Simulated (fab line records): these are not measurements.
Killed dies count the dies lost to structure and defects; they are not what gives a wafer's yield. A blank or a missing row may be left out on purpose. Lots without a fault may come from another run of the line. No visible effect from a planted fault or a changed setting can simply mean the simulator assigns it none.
Lot-split experiment ; flow n5 finfet ; 21 wafers read across 7 lots, on a route 1938 steps long

THE SPLIT
At N5_SD_EPI_N_ETCH_35 (etches SOC in N2/H2, overetch 108 nm, time 486 s), the setting time s was moved away from the recipe's 486 s on 7 of the 21 wafers read, by -13.2% to +14.0%. The other wafers ran this setting at the recipe's value.

BETWEEN THE SPLIT AND THE READING: the file shows 1 step in between
- N5_SD_EPI_N_STRIP_36: strips in N2/H2

THE READING
SiARC_of_SD_EPI_N_COAT_33.thk nm (the simulator's own value, which no gauge read), in nm, at N5_SD_EPI_N_ETCHBACK_44 (etches SiNx in CH3F/O2, stops on SiO2, target depth 14.5 nm). No usual value for it is given in the file. The 14 wafers here that ran the recipe average 15.7 nm, standard deviation 0.63 nm.

wafer;tool, chamber at the split;time s as run, s;against the recipe;SiARC_of_SD_EPI_N_COAT_33.thk nm, nm;against lot-mates on the recipe
L079.1;rie diel-03, 1,3;553.8;+14.0%;14.6;-1.6
L079.3;rie diel-03, 1,3;553.8;+14.0%;14.6;-1.6
L079.6;rie diel-03, 0;486;recipe;16.2;-
L080.1;rie diel-05, 3;422;-13.2%;18.4;+2.8
L080.2;rie diel-05, 2;422;-13.2%;17;+1.4
L080.4;rie diel-05, 1;486;recipe;15.6;-
L082.3;rie diel-04, 3;423.1;-12.9%;18.2;+2.7
L082.4;rie diel-04, 2;486;recipe;15.6;-
L082.5;rie diel-04, 0;486;recipe;15.4;-
L083.2;rie diel-05, 1;486;recipe;15.4;-
L083.3;rie diel-05, 2;486;recipe;14.8;-
L083.6;rie diel-05, 2;486;recipe;14.8;-
L090.3;rie diel-05, 2;486;recipe;15;-
L090.5;rie diel-05, 0;486;recipe;16;-
L090.6;rie diel-05, 3;486;recipe;16.4;-
L092.1;rie diel-05, 3;486;recipe;16.2;-
L092.5;rie diel-05, 1;486;recipe;15.4;-
L092.6;rie diel-05, 2;436.9;-10.1%;16.4;+0.6
L096.2;rie diel-03, 3;486;recipe;16.8;-
L096.3;rie diel-03, 0;527.5;+8.5%;14.8;-1.9
L096.6;rie diel-03, 3;486;recipe;16.6;-
The file does not say which wafer passed through which chamber wherever a row lists several chambers: such a row stands for several wafers.

FIT RESULTS
A straight line over all 21 wafers: SiARC_of_SD_EPI_N_COAT_33.thk nm changes by -0.119 nm for each +1% of time s; r = -0.81; the points scatter about the line by 0.66 nm.
The same after taking each lot's own level away (the mean of its wafers on the recipe; 21 wafers): -0.145 nm for each +1%; r = -0.91; scatter 0.51 nm.
That fit puts the effect of the largest move of time s on the reading at 2 nm.
Across the lots, their own levels run from 15.00 to 16.70 nm, a range of 2.7 times the standard deviation given above.
So the slope is not independent of the lot-to-lot level: the two fits are not the same.
Check: with one of the wafers moved furthest among these (+14.0%) left out of the fit, the line predicts -2.14 nm for it against its lot-mates. It came out at -1.6 nm against them.

OTHER SPLITS ON THESE WAFERS
Note: prior to the reading, these wafers also went through further splits. Each is held against what the fit with the lots' levels taken away leaves over:
other split on the same wafers;wafers away from the commonest value;r with SiARC_of_SD_EPI_N_COAT_33.thk nm (lot level and that fit taken away)
N5_ZERO_LAYER_ETCH_18 icp w;5;-0.33
N5_WELL_APT_COAT_02 spin rpm;6;+0.16
N5_PMOS_HMC_CHANNEL_EPI_COAT_31 spin rpm;8;-0.19
N5_PMOS_HMC_CHANNEL_EPI_PEB_07 peb temp c;6;-0.45
N5_FIN_SAQP_ETCH_65 time s;9;-0.33
N5_DUMMY_GATE_COAT_35 spin rpm;9;-0.18

THE WHOLE CHAIN: every reading that the file lists as answering this split, in the file's order
step;what it does;reading;change (the file's fit);r (the file's)
N5_SD_EPI_N_ETCH_35;etches SOC in N2/H2, overetch 108 nm, time 486 s;SiARC_of_SD_EPI_N_COAT_33.thk nm (the simulator's own value, which no gauge read);-0.157 nm for each +1% of the setting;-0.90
N5_SD_EPI_N_ETCHBACK_44;etches SiNx in CH3F/O2, stops on SiO2, target depth 14.5 nm;SiARC_of_SD_EPI_N_COAT_33.thk nm (the simulator's own value, which no gauge read);-0.151 nm for each +1% of the setting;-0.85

FILE'S OWN FIT
SiARC_of_SD_EPI_N_COAT_33.thk nm changes by -0.151 nm for each +1% of time s, r = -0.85.
